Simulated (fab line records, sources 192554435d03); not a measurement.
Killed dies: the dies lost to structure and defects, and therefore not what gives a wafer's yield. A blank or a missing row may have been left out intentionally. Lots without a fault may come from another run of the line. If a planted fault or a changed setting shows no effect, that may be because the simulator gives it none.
fab line records ; flow n5-finfet
record lots=9; wafers=24; last-day=18
route steps=1938 shown BEOL_M4@1111 BEOL_M6@1239 BEOL_M7@1265 PASSIVATION@1936
lots with no fault: from the same line, run without faults
start-h: hours from the record's opening day to when the first of the lot's shown wafers began ; wait-h: time in hours since the lot's previous step ; " repeats the value in the row above ; L1.1+2: a single row standing in for several wafers ; - no value, or no start was given ; * or withheld: withheld ; < > ~ a bound
route shown NAME@n: NAME is a module with steps in the file, n the number in the route of the first one ; usual: mean/standard deviation taken from wafers without a fault ; same: alike in all rows ; chamber/n: place in a boat ; sites: each site's reading ; _std_site: how widely they spread, as a standard deviation ; _edge_site: the outer-site mean with the inner-site mean subtracted ; radius-mm: how far each site lies from the wafer's centre ; mask NAME#n: copy n ; behind: tool/chamber where the wafer was last shaped ; hold: reason for holding the lot/hours on hold/outcome of the hold ; device: the n, p or np transistor that did not switch ; end of line: the route-end tests of the same wafers ; where a step has no rows: the recipe by itself ; killed: at the first sort, the dies lost to defects and structure; wafer yield is something else ; map: a wafer's dies, marking killed ones x, the rest . and places with no die _
set.NAME: setting as actually run; set.NAME@STEP: the setting as run at that earlier step ; model.NAME: the simulator's own value behind a step, which no gauge read
a sample of lots followed through the steps of the route, with each step as a table and each wafer as a row
services: from which hour (start-h, from the record's first day; less than 0 if before it) a tool's chamber was out of use, for how many hours, and why
## steps
# step N5_BEOL_M4_RC_MEAS_101
# usual DIBL_N=35.8/1.8; DIBL_P=35.9/2.2; IOFF_N=0.16/0.035; IOFF_P=0.21/0.04; ION_N=672/11; ION_P=461/7.4; SS_N=71.4/0.64; SS_P=73.2/0.67; VT_N=250/3.5; VT_P=-251/3.4
lot.wafer;tool;chamber;start-h;wait-h;DIBL_N[mV/V];DIBL_P[mV/V];IOFF_N[nA/um];IOFF_P[nA/um];ION_N[uA/um];ION_P[uA/um];SS_N[mV/dec];SS_P[mV/dec];VT_N[mV];VT_P[mV]
L749.3;prober-02;0;188.64;0.3;37.6;39.3;0.21;0.27;679;467;72.1;73.9;247;-246
L749.5;prober-02;0;188.64;0.3;34.5;35.6;0.15;0.21;670;459;71.0;72.9;250;-247
L749.6;prober-02;0;188.64;0.3;35.5;37.1;0.17;0.24;676;473;71.4;73.0;251;-248
L752.2;prober-01;0;209.22;0.2;36.0;35.7;0.15;0.20;665;462;71.5;72.8;254;-250
L752.4;prober-01;0;209.22;0.2;39.2;39.2;0.21;0.27;683;468;72.0;74.2;251;-248
L752.5;prober-01;0;209.22;0.2;38.9;39.0;0.20;0.25;676;470;72.2;73.1;248;-250
L757.2;prober-02;0;251.20;0.2;34.3;33.5;0.12;0.17;665;457;70.7;73.1;254;-252
L757.3;prober-02;0;251.20;0.2;34.8;35.5;0.14;0.20;667;463;70.3;72.8;252;-248
L758.1;prober-02;0;256.39;0.0;35.2;34.5;0.14;0.18;667;459;70.5;72.1;252;-250
L758.3;prober-02;0;256.39;0.0;37.3;37.3;0.16;0.22;684;467;71.4;72.6;250;-250
L759.1;prober-02;0;259.85;0.0;34.3;34.6;0.13;0.21;658;462;71.3;73.0;253;-249
L759.5;prober-02;0;259.85;0.0;35.0;35.8;0.15;0.23;669;470;70.5;72.3;249;-246
L762.2;prober-01;0;273.52;0.2;37.6;37.8;0.17;0.19;671;444;72.1;73.8;251;-257
L762.3;prober-01;0;273.52;0.2;36.7;36.8;0.15;0.17;668;446;72.0;73.5;252;-256
L762.6;prober-01;0;273.52;0.2;35.9;36.1;0.14;0.17;660;448;71.8;73.5;253;-256
L763.2;prober-01;0;280.65;0.2;37.3;36.3;0.18;0.21;672;458;72.0;73.2;248;-251
L763.3;prober-01;0;280.65;0.2;37.0;35.8;0.16;0.20;682;464;70.6;73.4;249;-251
L763.4;prober-01;0;280.65;0.2;32.9;31.6;0.11;0.15;661;456;70.9;72.5;252;-256
L765.1;prober-02;0;282.56;0.0;35.1;36.4;0.15;0.23;668;461;71.7;73.3;248;-248
L765.2;prober-02;0;282.56;0.0;36.7;38.3;0.19;0.26;679;472;72.2;72.9;246;-245
L765.4;prober-02;0;282.56;0.0;34.3;35.3;0.14;0.21;669;466;71.8;72.9;252;-248
L767.3;prober-02;0;309.15;0.3;35.9;34.6;0.14;0.20;676;467;70.8;73.0;249;-252
L767.5;prober-02;0;309.15;0.3;35.5;34.3;0.14;0.20;683;466;71.0;72.3;249;-251
L767.6;prober-02;0;309.15;0.3;35.3;33.3;0.12;0.19;669;464;70.5;72.7;254;-252
# step N5_BEOL_M6_TRENCH_ETCH_37
# recipe chemistry=C4F6/O2; target-depth-a=944.35; target=SiCOH_lowk; time-s=31.5; ion-energy-ev=250; pressure-mtorr=30; source-w=345; bias-w=185; Ar_flow_sccm=300; C4F6_flow_sccm=10; O2_flow_sccm=10
# usual drypump-motor-current-A=5.6/0.39; oes_ar_750_au=0.79/0.074; oes-product-au=0.79/0.076; rf-vpp-V=662/12; showerhead-plenum-p-Torr=2.86/0.088; throttle-valve-pct=20.81/0.21
lot.wafer;tool;chamber;start-h;wait-h;drypump-motor-current-A;oes_ar_750_au;oes-product-au;rf-hours-counter-h;rf-vpp-V;showerhead-plenum-p-Torr;throttle-valve-pct
L749.3;rie-diel-02;0;-;-;5.4;0.78;0.78;123;664;2.86;20.71
L749.5;rie-diel-02;3;-;-;5.5;0.89;0.87;-;643;2.80;21.04
L749.6;rie-diel-02;2;-;-;6.5;0.74;0.75;-;669;2.73;20.81
L752.2;rie-diel-02;2;-;-;6.6;0.74;0.74;171;668;2.72;20.79
L752.4;rie-diel-02;1;-;-;5.4;0.88;0.89;21;681;2.91;20.99
L752.5;rie-diel-02;1;-;-;5.4;0.88;0.89;-;681;2.91;20.98
L757.2;rie-diel-02;3;-;-;5.5;0.84;0.84;73;642;2.79;21.08
L757.3;rie-diel-02;0;-;-;5.4;0.76;0.75;144;665;2.85;20.74
L758.1;rie-diel-05;0;-;-;5.6;0.81;0.82;83;668;2.96;20.67
L758.3;rie-diel-05;3;-;-;5.7;0.68;0.69;240;686;2.81;20.83
L759.1;rie-diel-04;1;-;-;5.4;0.86;0.86;41;653;2.77;20.46
L759.5;rie-diel-04;1;-;-;5.4;0.86;0.85;-;654;2.77;20.43
L762.2;rie-diel-04;0;-;-;5.9;0.72;0.71;212;665;2.81;20.81
L762.3;rie-diel-04;3;-;-;5.0;0.85;0.84;77;667;3.01;20.77
L762.6;rie-diel-04;3;-;-;5.0;0.86;0.84;-;666;3.01;20.78
L763.2;rie-diel-02;2;-;-;6.6;0.71;0.72;196;668;2.71;20.84
L763.3;rie-diel-02;1;-;-;5.4;0.84;0.85;44;681;2.90;21.01
L763.4;rie-diel-02;0;-;-;5.4;0.75;0.75;155;664;2.85;20.74
L765.1;rie-diel-04;1;-;-;5.4;0.85;0.84;49;653;2.77;20.46
L765.2;rie-diel-04;3;-;-;5.0;0.85;0.83;81;667;3.01;20.77
L765.4;rie-diel-04;2;-;-;5.7;0.73;0.71;219;645;2.94;21.20
L767.3;rie-diel-05;2;-;-;5.8;0.67;0.66;249;655;2.91;20.57
L767.5;rie-diel-05;0;-;-;5.6;0.79;0.79;-;666;2.95;20.69
L767.6;rie-diel-05;2;-;-;5.8;0.68;0.66;-;655;2.91;20.60
# step N5_BEOL_M6_CURE_75
# recipe temp-c=370; time-s=120; ambient=DMADMS/He; material=SiCOH_lowk
# usual lamp-power-pct=52.32/0.058; wafer_temp_C_max=371.7/0.42
lot.wafer;tool;chamber;start-h;wait-h;lamp-power-pct;wafer_temp_C_max
L749.3;uv-cure-03;1;206.11;0.1;52.28;371.5
L749.5;uv-cure-03;1;206.11;0.1;52.26;371.8
L749.6;uv-cure-03;1;206.11;0.1;52.31;371.5
L752.2;uv-cure-02;0;228.87;0.1;52.31;371.3
L752.4;uv-cure-02;0;228.87;0.1;52.25;371.8
L752.5;uv-cure-02;0;228.87;0.1;52.29;371.2
L757.2;uv-cure-03;0;268.86;0.1;52.41;371.0
L757.3;uv-cure-03;0;268.86;0.1;52.34;371.3
L758.1;uv-cure-03;2;275.57;0.1;52.42;371.8
L758.3;uv-cure-03;2;275.57;0.1;52.23;371.6
L759.1;uv-cure-03;0;277.09;0.0;52.38;371.4
L759.5;uv-cure-03;0;277.09;0.0;52.30;371.6
L762.2;uv-cure-02;1;290.09;0.1;52.15;372.4
L762.3;uv-cure-02;1;290.09;0.1;52.33;371.7
L762.6;uv-cure-02;1;290.09;0.1;52.35;372.7
L763.2;uv-cure-02;2;301.71;0.1;52.31;371.5
L763.3;uv-cure-02;2;301.71;0.1;52.24;371.5
L763.4;uv-cure-02;2;301.71;0.1;52.32;371.4
L765.1;uv-cure-01;1;304.31;0.0;52.30;371.2
L765.2;uv-cure-01;1;304.31;0.0;52.31;371.9
L765.4;uv-cure-01;1;304.31;0.0;52.32;371.7
L767.3;uv-cure-03;0;326.29;0.1;52.32;371.5
L767.5;uv-cure-03;0;326.29;0.1;52.36;371.2
L767.6;uv-cure-03;0;326.29;0.1;52.32;371.5
# step N5_BEOL_M6_CMP_52
# recipe stop-on=SiCOH_lowk; t-overpolish-s=6.9; down-force-psi=1; platen-rpm=50; clearing-platen-down-force-psi=1.5; clearing-platen-rpm=50; post-cmp-clean=cu-alkaline; target-thk-nm=80; clearing-platen-pad-velocity-m-s=0.99484; pad-velocity-m-s=0.99484
# usual barrier-field-endpoint-s=28.9/0.85; motor-current-A=5.8/0.51; overpolish-run-s=6.900/0.0091; platen-rpm=50.00/0.031; time-to-endpoint-s=63/3.5
lot.wafer;tool;chamber;start-h;wait-h;barrier-field-endpoint-s;motor-current-A;overpolish-run-s;platen-rpm;time-to-endpoint-s
L749.3;cmp-02;2;210.92;0.2;29.4;5.5;6.907;50.04;63
L749.5;cmp-02;2;210.92;0.2;29.7;5.4;6.900;50.01;65
L749.6;cmp-02;3;210.92;0.2;29.4;5.3;6.904;49.97;64
L752.2;cmp-02;2;230.87;0.2;28.6;5.4;6.895;50.00;62
L752.4;cmp-02;1;230.87;0.2;28.0;5.6;6.904;50.05;62
L752.5;cmp-02;2;230.87;0.2;28.4;5.6;6.886;49.96;63
L757.2;cmp-02;0;272.03;0.2;29.2;5.6;6.908;50.00;66
L757.3;cmp-02;1;272.03;0.2;46.7;5.3;0.035;49.94;81
L758.3;cmp-02;3;277.62;0.2;46.7;5.1;0.044;50.01;81
L758.1;cmp-02;0;277.62;0.2;30.2;6.0;6.908;50.02;69
L759.1;cmp-02;2;279.81;0.4;29.6;5.5;6.895;49.94;68
L759.5;cmp-02;3;279.81;0.4;46.7;5.4;0.045;49.99;82
L762.2;cmp-04;3;291.50;0.3;29.0;5.9;6.907;49.97;63
L762.3;cmp-04;0;291.50;0.3;29.9;6.9;6.896;50.01;66
L762.6;cmp-04;2;291.50;0.3;30.4;5.9;6.904;50.02;67
L763.3;cmp-04;2;305.14;0.2;28.2;5.9;6.888;50.04;65
L763.2;cmp-04;3;305.14;0.2;28.2;5.9;6.904;50.04;60
L763.4;cmp-04;0;305.14;0.2;28.3;7.0;6.902;50.05;62
L765.4;cmp-04;0;306.51;0.3;28.4;7.1;6.889;50.01;62
L765.1;cmp-04;1;306.51;0.3;28.4;5.4;6.891;50.00;66
L765.2;cmp-04;2;306.51;0.3;28.4;6.0;6.900;49.99;67
L767.3;cmp-04;2;328.61;0.3;27.7;6.0;6.887;50.03;58
L767.6;cmp-04;1;328.61;0.3;29.3;5.4;6.907;49.99;62
L767.5;cmp-04;2;328.61;0.3;28.4;6.3;6.902;49.98;59
# step N5_BEOL_M6_THK_MEAS_53
# recipe thk-meas-gauge=xrf; reads=Cu_of_BEOL_M6_ECD_50
# usual M6_THK=81.0/1.9
lot.wafer;tool;chamber;start-h;wait-h;M6_THK[nm]
L749.3;film-metro-02;-;211.21;-;80.0
L749.5;film-metro-02;-;211.21;-;77.6
L749.6;film-metro-02;-;211.21;-;80.1
L752.2;film-metro-01;-;231.17;-;81.3
L752.4;film-metro-01;-;231.17;-;82.7
L752.5;film-metro-01;-;231.17;-;83.2
L757.2;film-metro-01;-;272.30;-;80.5
L757.3;film-metro-01;-;272.30;-;208.2
L758.1;film-metro-02;-;277.92;-;82.1
L758.3;film-metro-02;-;277.92;-;191.1
L759.1;film-metro-01;-;280.00;-;79.4
L759.5;film-metro-01;-;280.00;-;188.8
L762.2;film-metro-01;-;291.72;-;78.5
L762.3;film-metro-01;-;291.72;-;80.4
L762.6;film-metro-01;-;291.72;-;81.0
L763.2;film-metro-01;-;305.43;-;79.7
L763.3;film-metro-01;-;305.43;-;82.9
L763.4;film-metro-01;-;305.43;-;78.2
L765.1;film-metro-01;-;306.76;-;81.8
L765.2;film-metro-01;-;306.76;-;80.8
L765.4;film-metro-01;-;306.76;-;80.8
L767.3;film-metro-02;-;328.87;-;79.7
L767.5;film-metro-02;-;328.87;-;81.8
L767.6;film-metro-02;-;328.87;-;80.6
# step N5_BEOL_M6_INSPECT_58
# recipe inspect-instrument=darkfield; mode=post-dep
# usual raw-defect-count=72/22
lot.wafer;tool;chamber;start-h;wait-h;raw-defect-count
L749.3;defect-inspect-01;-;211.37;0.0;64
L749.5;defect-inspect-01;-;211.37;0.0;124
L749.6;defect-inspect-01;-;211.37;0.0;65
L752.2;defect-inspect-01;-;231.32;0.0;78
L752.4;defect-inspect-01;-;231.32;0.0;37
L752.5;defect-inspect-01;-;231.32;0.0;59
L757.2;defect-inspect-01;-;272.45;0.0;86
L757.3;defect-inspect-01;-;272.45;0.0;1419
L758.1;defect-inspect-02;-;278.08;0.0;69
L758.3;defect-inspect-02;-;278.08;0.0;1337
L759.1;defect-inspect-02;-;280.15;0.0;59
L759.5;defect-inspect-02;-;280.15;0.0;1454
L762.2;defect-inspect-02;-;291.87;0.0;58
L762.3;defect-inspect-02;-;291.87;0.0;62
L762.6;defect-inspect-02;-;291.87;0.0;57
L763.2;defect-inspect-01;-;305.59;0.0;73
L763.3;defect-inspect-01;-;305.59;0.0;55
L763.4;defect-inspect-01;-;305.59;0.0;76
L765.1;defect-inspect-02;-;306.92;0.0;66
L765.2;defect-inspect-02;-;306.92;0.0;131
L765.4;defect-inspect-02;-;306.92;0.0;63
L767.3;defect-inspect-01;-;329.03;0.0;52
L767.5;defect-inspect-01;-;329.03;0.0;54
L767.6;defect-inspect-01;-;329.03;0.0;68
# step N5_BEOL_M7_THK_MEAS_01
# recipe reads=SiCOH_lowk_of_BEOL_M7_ILD_DEP_00
# usual M7_ILD_THK=154.2/1.9
lot.wafer;tool;chamber;start-h;wait-h;M7_ILD_THK[nm]
L749.3;film-metro-02;-;212.46;0.5;155.6
L749.5;film-metro-02;-;212.46;0.5;157.7
L749.6;film-metro-02;-;212.46;0.5;155.5
L752.2;film-metro-01;-;231.96;0.4;154.7
L752.4;film-metro-01;-;231.96;0.4;157.3
L752.5;film-metro-01;-;231.96;0.4;152.6
L757.2;film-metro-02;-;273.17;0.4;152.7
L758.1;film-metro-01;-;279.07;0.4;151.0
L759.1;film-metro-01;-;280.77;0.4;153.6
L762.2;film-metro-02;-;292.49;0.4;155.4
L762.3;film-metro-02;-;292.49;0.4;153.1
L762.6;film-metro-02;-;292.49;0.4;157.1
L763.2;film-metro-01;-;306.22;0.4;149.5
L763.3;film-metro-01;-;306.22;0.4;151.6
L763.4;film-metro-01;-;306.22;0.4;152.9
L765.1;film-metro-01;-;307.54;0.4;151.6
L765.2;film-metro-01;-;307.54;0.4;152.7
L765.4;film-metro-01;-;307.54;0.4;156.4
L767.3;film-metro-01;-;329.75;0.3;152.5
L767.5;film-metro-01;-;329.75;0.3;152.6
L767.6;film-metro-01;-;329.75;0.3;155.3
# step N5_PASSIVATION_PROBE_49
# usual defect-limited-yield=91.0/1.5; killed_at_M0_to_M3=34/9.1; killed_at_M4_up=14/5.7; killed-at-contacts=13/5.7; killed-at-front-end=42/12; killed-at-other=4/3.4; killed-dies=106/17; killed-on-rim=14/4.3; killed-open=70/13; killed-short=34/7.5; sort_bin_5_function=5.2/0.94; sort_bin_6_memory=3.4/0.69; sort-n-pass=1074/17; sort-yield-pct=91.0/1.5
# same gross-dies=1180; killed-at-back-side=0; sort_bin_4_leakage[%]=0; sort_bin_8_speed[%]=0
lot.wafer;tool;chamber;start-h;wait-h;defect-limited-yield[%];killed_at_M0_to_M3;killed_at_M4_up;killed-at-contacts;killed-at-front-end;killed-at-other;killed-dies;killed-on-rim;killed-open;killed-short;sort_bin_5_function[%];sort_bin_6_memory[%];sort-n-pass;sort-yield-pct[%]
L757.2;prober-01;-;351.61;0.1;91.6;27;11;13;47;1;99;9;65;34;4.1;4.1;1081;91.6
L757.3;prober-01;-;351.66;0.1;0;31;1081;10;55;3;1180;152;68;37;4.9;3.4;0;0
L758.1;prober-02;-;356.70;0.0;91.9;26;12;10;45;3;96;12;65;28;4.5;3.2;1084;91.9
L758.3;prober-02;-;356.80;0.1;0;27;1079;13;59;2;1180;152;72;34;5.7;3.1;0;0
L759.1;prober-02;-;359.47;0.0;93.8;25;13;3;28;4;73;11;45;23;3.7;2.1;1107;93.8
L759.5;prober-02;-;359.67;0.2;0;26;1102;10;32;10;1180;152;62;36;5.0;2.9;0;0
L762.2;prober-01;-;368.43;0.1;92.9;28;12;16;28;0;84;16;54;27;4.7;2.4;1096;92.9
L762.3;prober-01;-;368.48;0.1;89.5;29;16;19;55;5;124;17;80;44;5.7;4.3;1056;89.5
L762.6;prober-01;-;368.63;0.3;90.0;32;12;10;60;4;118;8;74;39;5.5;3.9;1062;90.0
# killed by level:class
L757.2 MOL_CONTACT_COAG:geometric-particle:open=11 STI_FIN_REVEAL:geometric-particle:open=10 BEOL_M2:geometric-particle:open=9 GATE_CUT:geometric-particle:short=8 GATE_CUT:geometric-particle:open=7 FIN_SAQP:geometric-particle:short=6 BEOL_M0_SAQP:geometric-particle:short=6 FIN_SAQP:geometric-particle:open=5
L757.3 BEOL_M6:area-cmp=1075 STI_FIN_REVEAL:geometric-particle:open=23 FIN_SAQP:geometric-particle:open=10 BEOL_M0_SAQP:geometric-particle:short=10 MOL_CONTACT_COAG:geometric-particle:open=9 BEOL_M0_SAQP:geometric-particle:open=9 FIN_SAQP:geometric-particle:short=6 GATE_CUT:geometric-particle:short=6
L758.1 FIN_SAQP:geometric-particle:open=12 BEOL_M3:geometric-particle:open=7 FIN_SAQP:geometric-particle:short=6 MOL_CONTACT_COAG:geometric-particle:open=6 STI_FIN_REVEAL:geometric-particle:open=5 BEOL_M0_SAQP:geometric-particle:open=5 BEOL_M1:geometric-particle:open=5 DUMMY_GATE:geometric-particle:open=4
L758.3 BEOL_M6:area-cmp=1072 FIN_SAQP:geometric-particle:open=19 FIN_SAQP:geometric-particle:short=11 STI_FIN_REVEAL:geometric-particle:open=10 MOL_CONTACT_COAG:geometric-particle:open=9 BEOL_M3:geometric-particle:open=8 BEOL_M0_SAQP:geometric-particle:short=5 DUMMY_GATE:geometric-particle:open=4
L759.1 BEOL_M0_SAQP:geometric-particle:open=8 STI_FIN_REVEAL:geometric-particle:open=7 BEOL_M1:geometric-particle:open=7 FIN_SAQP:geometric-particle:open=6 BEOL_M0_SAQP:geometric-particle:short=5 DUMMY_GATE:geometric-particle:open=4 GATE_CUT:geometric-particle:short=3 BEOL_M2:geometric-particle:open=3
L759.5 BEOL_M6:area-cmp=1080 BEOL_M5:geometric-particle:open=7 MOL_CONTACT_COAG:geometric-particle:open=7 BEOL_M0_SAQP:geometric-particle:short=7 BEOL_M0_SAQP:geometric-particle:open=5 BEOL_M1:geometric-particle:open=5 BEOL_M3:geometric-particle:open=5 BEOL_M4:geometric-particle:open=5
L762.2 MOL_CONTACT_COAG:geometric-particle:open=11 BEOL_M1:geometric-particle:open=8 GATE_CUT:geometric-particle:short=6 STI_FIN_REVEAL:geometric-particle:open=5 ILD0:geometric-particle:open=4 STARTING-WAFER:geometric-particle:open=4 MOL_CONTACT_COAG:geometric-particle:short=4 BEOL_M0_SAQP:geometric-particle:short=4
L762.3 MOL_CONTACT_COAG:geometric-particle:open=16 FIN_SAQP:geometric-particle:short=14 STI_FIN_REVEAL:geometric-particle:open=12 BEOL_M1:geometric-particle:open=11 BEOL_M3:geometric-particle:open=7 FIN_SAQP:geometric-particle:open=6 BEOL_M4:geometric-particle:open=6 DUMMY_GATE:geometric-particle:open=5
L762.6 FIN_SAQP:geometric-particle:short=12 STI_FIN_REVEAL:geometric-particle:open=9 FIN_SAQP:geometric-particle:open=8 BEOL_M1:geometric-particle:open=8 MOL_CONTACT_COAG:geometric-particle:open=8 BEOL_M3:geometric-particle:open=8 DUMMY_GATE:geometric-particle:open=6 GATE_CUT:geometric-particle:short=6
## services
tool;chamber;start-h;hours;kind
cmp-02;-;185.54;19.4;pm
cmp-04;-;197.17;5.3;pm
uv-cure-02;-;202.91;8.6;repair
rie-diel-05;3;207.52;3.0;repair
cmp-04;-;219.11;0.3;repair
cmp-02;-;235.24;0.5;repair
cmp-04;-;241.20;14.3;repair
uv-cure-02;-;251.35;1.0;pm
cmp-04;-;255.52;7.6;pm
uv-cure-01;-;265.35;7.5;pm
rie-diel-04;2;266.00;8.9;repair
uv-cure-01;-;272.90;7.5;pm
cmp-02;-;282.73;4.0;pm
cmp-02;-;286.73;-;consumable-replace:conditioner
cmp-02;-;286.73;-;consumable-replace:pad
uv-cure-02;-;293.86;0.9;repair
cmp-02;-;302.66;5.8;pm
rie-diel-05;3;304.84;-;clean
rie-diel-05;3;304.84;-;consumable-replace:focus-ring
rie-diel-05;3;304.84;21.1;scheduled-down
uv-cure-03;-;307.51;2.1;pm
rie-diel-02;3;307.91;13.1;repair
uv-cure-03;-;321.35;2.0;repair
cmp-02;-;325.38;5.3;pm
## key
first-sign step=N5_BEOL_M6_CMP_52; reading=overpolish-run-s; direction=down; sigmas=99+; usual=6.900; struck=0.041
effect step=N5_BEOL_M6_CMP_52; reading=barrier-field-endpoint-s; direction=up; sigmas=21; usual=28.9; struck=46.7
effect step=N5_BEOL_M6_THK_MEAS_53; reading=M6_THK; direction=up; sigmas=60; usual=81.0; struck=196.0
effect step=N5_BEOL_M6_INSPECT_58; reading=raw-defect-count; direction=up; sigmas=61; usual=72; struck=1403
effect step=N5_PASSIVATION_PROBE_49; reading=killed_at_M4_up; direction=up; sigmas=99+; usual=14; struck=1087
more-kills-born-at N5_BEOL_M6_CMP_52@cmp-02=3227
met-at N5_BEOL_M6_CMP_52
struck-lots L757,L758,L759
struck-wafers L757.3,L758.3,L759.5
later-rows-left-out L757.3,L758.3,L759.5
not-acting-at N5_BEOL_M6_TRENCH_ETCH_37,N5_BEOL_M6_CURE_75,N5_BEOL_M7_THK_MEAS_01
onset-between 230.87 272.03
fault kind=process-parameter-drift; tool=cmp-02; chamber=-; onset-h=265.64; steps=N5_BEOL_M6_CMP_52; channel=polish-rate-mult; offset=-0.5; shape=step; end-h=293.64; scope=struck-wafers-only
# later-rows-left-out: the simulator's readings of these wafers behind a module that went badly wrong aren't trusted and aren't shown, but for the sort
